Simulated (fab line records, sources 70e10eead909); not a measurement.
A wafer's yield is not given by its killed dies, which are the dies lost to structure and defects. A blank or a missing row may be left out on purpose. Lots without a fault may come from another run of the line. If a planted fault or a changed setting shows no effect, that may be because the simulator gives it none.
Which tool did it? :: flow nand-harc :: 12 lots with 36 wafers sampled at 4 steps, on a route of 1302 steps

## WHAT THE GAUGES READ, wafer by wafer
The record lacks any reading of a measuring or inspecting step that a usual standard deviation could be used to judge.

## EACH LOT AND THE TOOL THAT RAN IT (in order: tool; ch and the chambers of the sampled wafers; start)
lot: L107
NHARC_A_SLIT_ETCH_15: rie-diel-13 ch 0,2,3, day 20 07:43 or earlier
NHARC_A_SLIT_ETCH_29: rie-diel-04 ch 0,3, day 20 07:43
NHARC_A_WL_FILL_ALD_00: ald-hk-01 ch 0,1,2, day 20 14:53
NHARC_A_WL_FILL_ALD_02: ald-metal-04 ch 1,2,3, day 20 15:20

lot: L109
NHARC_A_SLIT_ETCH_15: rie-diel-13 ch 0,2, day 21 02:08 or earlier
NHARC_A_SLIT_ETCH_29: rie-diel-13 ch 0,1,3, day 21 02:08
NHARC_A_WL_FILL_ALD_00: ald-hk-04 ch 0,1,3, day 21 09:34
NHARC_A_WL_FILL_ALD_02: ald-metal-01 ch 0,1, day 21 09:59

lot: L108
NHARC_A_SLIT_ETCH_15: rie-diel-04 ch 2,3, day 21 02:46 or earlier
NHARC_A_SLIT_ETCH_29: rie-diel-04 ch 0,2,3, day 21 02:46
NHARC_A_WL_FILL_ALD_00: ald-hk-04 ch 0,1, day 21 09:21
NHARC_A_WL_FILL_ALD_02: ald-metal-02 ch 0,1, day 21 09:52

lot: L111
NHARC_A_SLIT_ETCH_15: rie-diel-02 ch 1,2,3, day 21 15:04 or earlier
NHARC_A_SLIT_ETCH_29: rie-diel-04 ch 2,3, day 21 15:04
NHARC_A_WL_FILL_ALD_00: ald-hk-04 ch 0,3, day 21 22:28
NHARC_A_WL_FILL_ALD_02: ald-metal-04 ch 0,1, day 21 22:59

lot: L115
NHARC_A_SLIT_ETCH_15: rie-diel-13 ch 1,2, day 23 22:43 or earlier
NHARC_A_SLIT_ETCH_29: rie-diel-02 ch 0,1,3, day 23 22:43
NHARC_A_WL_FILL_ALD_00: ald-hk-03 ch 2,3, day 24 05:56
NHARC_A_WL_FILL_ALD_02: ald-metal-02 ch 0,3, day 24 06:26

lot: L114
NHARC_A_SLIT_ETCH_15: rie-diel-04 ch 1,2, day 24 00:20 or earlier
NHARC_A_SLIT_ETCH_29: rie-diel-04 ch 0,1,2, day 24 00:20
NHARC_A_WL_FILL_ALD_00: ald-hk-04 ch 0,1,3, day 24 10:44
NHARC_A_WL_FILL_ALD_02: ald-metal-04 ch 0,1,2, day 24 11:16

lot: L117
NHARC_A_SLIT_ETCH_15: rie-diel-13 ch 1,3, day 24 19:06 or earlier
NHARC_A_SLIT_ETCH_29: rie-diel-13 ch 0,1, day 24 19:06
NHARC_A_WL_FILL_ALD_00: ald-hk-04 ch 0,1, day 25 02:18
NHARC_A_WL_FILL_ALD_02: ald-metal-04 ch 0,1,2, day 25 02:47

lot: L116
NHARC_A_SLIT_ETCH_15: rie-diel-02 ch 0,1,2, day 24 22:57 or earlier
NHARC_A_SLIT_ETCH_29: rie-diel-13 ch 1,2,3, day 24 22:57
NHARC_A_WL_FILL_ALD_00: ald-hk-04 ch 2,3, day 25 06:07
NHARC_A_WL_FILL_ALD_02: ald-metal-04 ch 1,2,3, day 25 06:39

lot: L118
NHARC_A_SLIT_ETCH_15: rie-diel-02 ch 0,2,3, day 25 00:16 or earlier
NHARC_A_SLIT_ETCH_29: rie-diel-04 ch 1,2, day 25 00:16
NHARC_A_WL_FILL_ALD_00: ald-hk-01 ch 0,2,3, day 25 06:11
NHARC_A_WL_FILL_ALD_02: ald-metal-01 ch 1,2,3, day 25 06:48

lot: L125
NHARC_A_SLIT_ETCH_15: rie-diel-02 ch 0,1,3, day 27 20:24 or earlier
NHARC_A_SLIT_ETCH_29: rie-diel-02 ch 0,2,3, day 27 20:24
NHARC_A_WL_FILL_ALD_00: ald-hk-01 ch 1,2,3, day 28 03:41
NHARC_A_WL_FILL_ALD_02: ald-metal-02 ch 0,1,2, day 28 04:11

lot: L126
NHARC_A_SLIT_ETCH_15: rie-diel-13 ch 1,3, day 28 13:11 or earlier
NHARC_A_SLIT_ETCH_29: rie-diel-04 ch 1,2,3, day 28 13:11
NHARC_A_WL_FILL_ALD_00: ald-hk-04 ch 1,2, day 28 20:18
NHARC_A_WL_FILL_ALD_02: ald-metal-01 ch 1,3, day 28 20:50

lot: L129
NHARC_A_SLIT_ETCH_15: rie-diel-02 ch 0,1, day 29 20:24 or earlier
NHARC_A_SLIT_ETCH_29: rie-diel-13 ch 0,1,2, day 29 20:24
NHARC_A_WL_FILL_ALD_00: ald-hk-03 ch 1,2,3, day 30 03:36
NHARC_A_WL_FILL_ALD_02: ald-metal-02 ch 0,1,3, day 30 04:07
- NHARC_A_SLIT_ETCH_15: etches the open film in O2/COS, target depth 6200 nm, time 1612 s.
- NHARC_A_SLIT_ETCH_29: etches the open film in CF4/O2, target depth 100 nm, overetch 10 nm, time 55 s.
- NHARC_A_WL_FILL_ALD_00: deposits Al2O3, target thk 3 nm, pulse time 3 s, ald cycles 30.
- NHARC_A_WL_FILL_ALD_02: deposits TiN, target thk 2 nm, pulse time 3 s, ald cycles 100.

## AS READ BY THE TOOLS THEMSELVES (means over the sampled wafers that have a number; for cases with no such wafer, the mark the record gives instead)
NHARC_A_SLIT_ETCH_15. Usual: drypump-motor-current-A 5.7 A, standard deviation 0.53; oes-product-au 0.999 a.u., standard deviation 0.0076; rf-vpp-V 314.8 V, standard deviation 1.6; showerhead-plenum-p-Torr 3.16 Torr, standard deviation 0.11; throttle-valve-pct 28.330 %, standard deviation 0.0098.
lot: L107
tool: rie-diel-13
drypump-motor-current-A (A): 5.7
oes-product-au (a.u.): 0.988
rf-vpp-V (V): 312.5
showerhead-plenum-p-Torr (Torr): 3.04
throttle-valve-pct (%): 28.332
flag: 

lot: L109
tool: rie-diel-13
drypump-motor-current-A (A): 5.5
oes-product-au (a.u.): 0.998
rf-vpp-V (V): 313.1
showerhead-plenum-p-Torr (Torr): 3.00
throttle-valve-pct (%): 28.330
flag: 

lot: L108
tool: rie-diel-04
drypump-motor-current-A (A): 5.6
oes-product-au (a.u.): 1.013
rf-vpp-V (V): 316.0
showerhead-plenum-p-Torr (Torr): 3.26
throttle-valve-pct (%): 28.336
flag: 

lot: L111
tool: rie-diel-02
drypump-motor-current-A (A): 5.9
oes-product-au (a.u.): 0.993
rf-vpp-V (V): 317.1
showerhead-plenum-p-Torr (Torr): 3.28
throttle-valve-pct (%): 28.328
flag: 

lot: L115
tool: rie-diel-13
drypump-motor-current-A (A): 6.3
oes-product-au (a.u.): 1.000
rf-vpp-V (V): 314.4
showerhead-plenum-p-Torr (Torr): 3.15
throttle-valve-pct (%): 28.332
flag: 

lot: L114
tool: rie-diel-04
drypump-motor-current-A (A): 5.2
oes-product-au (a.u.): 0.997
rf-vpp-V (V): 315.0
showerhead-plenum-p-Torr (Torr): 3.20
throttle-valve-pct (%): 28.332
flag: 

lot: L117
tool: rie-diel-13
drypump-motor-current-A (A): 6.4
oes-product-au (a.u.): 1.000
rf-vpp-V (V): 314.9
showerhead-plenum-p-Torr (Torr): 3.19
throttle-valve-pct (%): 28.330
flag: 

lot: L116
tool: rie-diel-02
drypump-motor-current-A (A): 5.7
oes-product-au (a.u.): 0.998
rf-vpp-V (V): 315.2
showerhead-plenum-p-Torr (Torr): 3.20
throttle-valve-pct (%): 28.330
flag: 

lot: L118
tool: rie-diel-02
drypump-motor-current-A (A): 6.2
oes-product-au (a.u.): 1.001
rf-vpp-V (V): 315.9
showerhead-plenum-p-Torr (Torr): 3.22
throttle-valve-pct (%): 28.334
flag: 

lot: L125
tool: rie-diel-02
drypump-motor-current-A (A): 5.7
oes-product-au (a.u.): 0.984
rf-vpp-V (V): 315.6
showerhead-plenum-p-Torr (Torr): 3.25
throttle-valve-pct (%): 28.320
flag: 

lot: L126
tool: rie-diel-13
drypump-motor-current-A (A): 6.1
oes-product-au (a.u.): 1.006
rf-vpp-V (V): 315.5
showerhead-plenum-p-Torr (Torr): 3.14
throttle-valve-pct (%): 28.332
flag: 

lot: L129
tool: rie-diel-02
drypump-motor-current-A (A): 5.6
oes-product-au (a.u.): 0.995
rf-vpp-V (V): 316.0
showerhead-plenum-p-Torr (Torr): 3.18
throttle-valve-pct (%): 28.331
flag: 

NHARC_A_SLIT_ETCH_29. Usual: drypump-motor-current-A 5.6 A, standard deviation 0.55; oes-product-au 1.002 a.u., standard deviation 0.0074; rf-vpp-V 198.1 V, standard deviation 1.2; showerhead-plenum-p-Torr 1.35 Torr, standard deviation 0.046; throttle-valve-pct 13.397 %, standard deviation 0.0085.
lot: L107
tool: rie-diel-04
drypump-motor-current-A (A): 5.2
oes-product-au (a.u.): 1.005
rf-vpp-V (V): 197.4
showerhead-plenum-p-Torr (Torr): 1.33
throttle-valve-pct (%): 13.397
flag: 

lot: L109
tool: rie-diel-13
drypump-motor-current-A (A): 6.0
oes-product-au (a.u.): 0.996
rf-vpp-V (V): 197.9
showerhead-plenum-p-Torr (Torr): 1.33
throttle-valve-pct (%): 13.390
flag: 

lot: L108
tool: rie-diel-04
drypump-motor-current-A (A): 5.3
oes-product-au (a.u.): 1.010
rf-vpp-V (V): 198.3
showerhead-plenum-p-Torr (Torr): 1.36
throttle-valve-pct (%): 13.397
flag: 

lot: L111
tool: rie-diel-04
drypump-motor-current-A (A): 5.3
oes-product-au (a.u.): 1.006
rf-vpp-V (V): 198.2
showerhead-plenum-p-Torr (Torr): 1.39
throttle-valve-pct (%): 13.400
flag: 

lot: L115
tool: rie-diel-02
drypump-motor-current-A (A): 5.7
oes-product-au (a.u.): 1.002
rf-vpp-V (V): 198.4
showerhead-plenum-p-Torr (Torr): 1.39
throttle-valve-pct (%): 13.398
flag: 

lot: L114
tool: rie-diel-04
drypump-motor-current-A (A): 5.1
oes-product-au (a.u.): 1.007
rf-vpp-V (V): 198.3
showerhead-plenum-p-Torr (Torr): 1.34
throttle-valve-pct (%): 13.387
flag: 

lot: L117
tool: rie-diel-13
drypump-motor-current-A (A): 5.9
oes-product-au (a.u.): 1.008
rf-vpp-V (V): 197.6
showerhead-plenum-p-Torr (Torr): 1.32
throttle-valve-pct (%): 13.394
flag: 

lot: L116
tool: rie-diel-13
drypump-motor-current-A (A): 6.0
oes-product-au (a.u.): 1.004
rf-vpp-V (V): 197.7
showerhead-plenum-p-Torr (Torr): 1.32
throttle-valve-pct (%): 13.398
flag: 

lot: L118
tool: rie-diel-04
drypump-motor-current-A (A): 5.2
oes-product-au (a.u.): 1.000
rf-vpp-V (V): 198.3
showerhead-plenum-p-Torr (Torr): 1.37
throttle-valve-pct (%): 13.401
flag: 

lot: L125
tool: rie-diel-02
drypump-motor-current-A (A): 6.2
oes-product-au (a.u.): 1.005
rf-vpp-V (V): 197.1
showerhead-plenum-p-Torr (Torr): 1.38
throttle-valve-pct (%): 13.394
flag: 

lot: L126
tool: rie-diel-04
drypump-motor-current-A (A): 5.5
oes-product-au (a.u.): 1.001
rf-vpp-V (V): 198.8
showerhead-plenum-p-Torr (Torr): 1.37
throttle-valve-pct (%): 13.402
flag: 

lot: L129
tool: rie-diel-13
drypump-motor-current-A (A): 5.9
oes-product-au (a.u.): 1.008
rf-vpp-V (V): 197.5
showerhead-plenum-p-Torr (Torr): 1.31
throttle-valve-pct (%): 13.392
flag: 

NHARC_A_WL_FILL_ALD_00. Usual: heater-power-w 460 W, standard deviation 64; precursor-pulse-height-rel 0.998, standard deviation 0.019.
lot: L107
tool: ald-hk-01
heater-power-w (W): 531
precursor-pulse-height-rel: 0.989
flag: 

lot: L109
tool: ald-hk-04
heater-power-w (W): 466
precursor-pulse-height-rel: 1.009
flag: 

lot: L108
tool: ald-hk-04
heater-power-w (W): 431
precursor-pulse-height-rel: 0.986
flag: 

lot: L111
tool: ald-hk-04
heater-power-w (W): 426
precursor-pulse-height-rel: 1.001
flag: 

lot: L115
tool: ald-hk-03
heater-power-w (W): 456
precursor-pulse-height-rel: 1.004
flag: 

lot: L114
tool: ald-hk-04
heater-power-w (W): 465
precursor-pulse-height-rel: 1.010
flag: 

lot: L117
tool: ald-hk-04
heater-power-w (W): 434
precursor-pulse-height-rel: 1.000
flag: 

lot: L116
tool: ald-hk-04
heater-power-w (W): 436
precursor-pulse-height-rel: 1.000
flag: 

lot: L118
tool: ald-hk-01
heater-power-w (W): 520
precursor-pulse-height-rel: 0.977
flag: 

lot: L125
tool: ald-hk-01
heater-power-w (W): 482
precursor-pulse-height-rel: 0.992
flag: 

lot: L126
tool: ald-hk-04
heater-power-w (W): 416
precursor-pulse-height-rel: 1.018
flag: 

lot: L129
tool: ald-hk-03
heater-power-w (W): 424
precursor-pulse-height-rel: 1.007
flag: 

NHARC_A_WL_FILL_ALD_02. Usual: heater-power-w 1042 W, standard deviation 140; precursor-pulse-height-rel 1.003, standard deviation 0.021.
lot: L107
tool: ald-metal-04
heater-power-w (W): 1135
precursor-pulse-height-rel: 1.015
flag: 

lot: L109
tool: ald-metal-01
heater-power-w (W): 1130
precursor-pulse-height-rel: 0.993
flag: 

lot: L108
tool: ald-metal-02
heater-power-w (W): 926
precursor-pulse-height-rel: 1.013
flag: 

lot: L111
tool: ald-metal-04
heater-power-w (W): 1080
precursor-pulse-height-rel: 0.999
flag: 

lot: L115
tool: ald-metal-02
heater-power-w (W): 904
precursor-pulse-height-rel: 0.979
flag: 

lot: L114
tool: ald-metal-04
heater-power-w (W): 1166
precursor-pulse-height-rel: 0.983
flag: 

lot: L117
tool: ald-metal-04
heater-power-w (W): 1141
precursor-pulse-height-rel: 1.000
flag: 

lot: L116
tool: ald-metal-04
heater-power-w (W): 1141
precursor-pulse-height-rel: 0.992
flag: 

lot: L118
tool: ald-metal-01
heater-power-w (W): 1011
precursor-pulse-height-rel: 0.981
flag: 

lot: L125
tool: ald-metal-02
heater-power-w (W): 946
precursor-pulse-height-rel: 0.983
flag: 

lot: L126
tool: ald-metal-01
heater-power-w (W): 962
precursor-pulse-height-rel: 1.003
flag: 

lot: L129
tool: ald-metal-02
heater-power-w (W): 997
precursor-pulse-height-rel: 1.000
flag: 

## THE ANSWER, worked out from the rows above alone
Rule: a lot is off if the mean of its wafers that have a number lies more than 3 standard deviations from the usual mean. A lot without any number at a reading at which 4 lots or more have one is off too. Any other lot the step has rows for is counted as sound. Order of review: gauges by route order, followed by the tools' own readings, for which a lot's mean as printed above is used. The first step at which some lot is off is used, and at that step the reading that is off furthest; a lot without a number counts as furthest.
Across all readings shown, no lot is off: no conclusion can be drawn from this.

## WHAT THE SIMULATOR HAD INSERTED
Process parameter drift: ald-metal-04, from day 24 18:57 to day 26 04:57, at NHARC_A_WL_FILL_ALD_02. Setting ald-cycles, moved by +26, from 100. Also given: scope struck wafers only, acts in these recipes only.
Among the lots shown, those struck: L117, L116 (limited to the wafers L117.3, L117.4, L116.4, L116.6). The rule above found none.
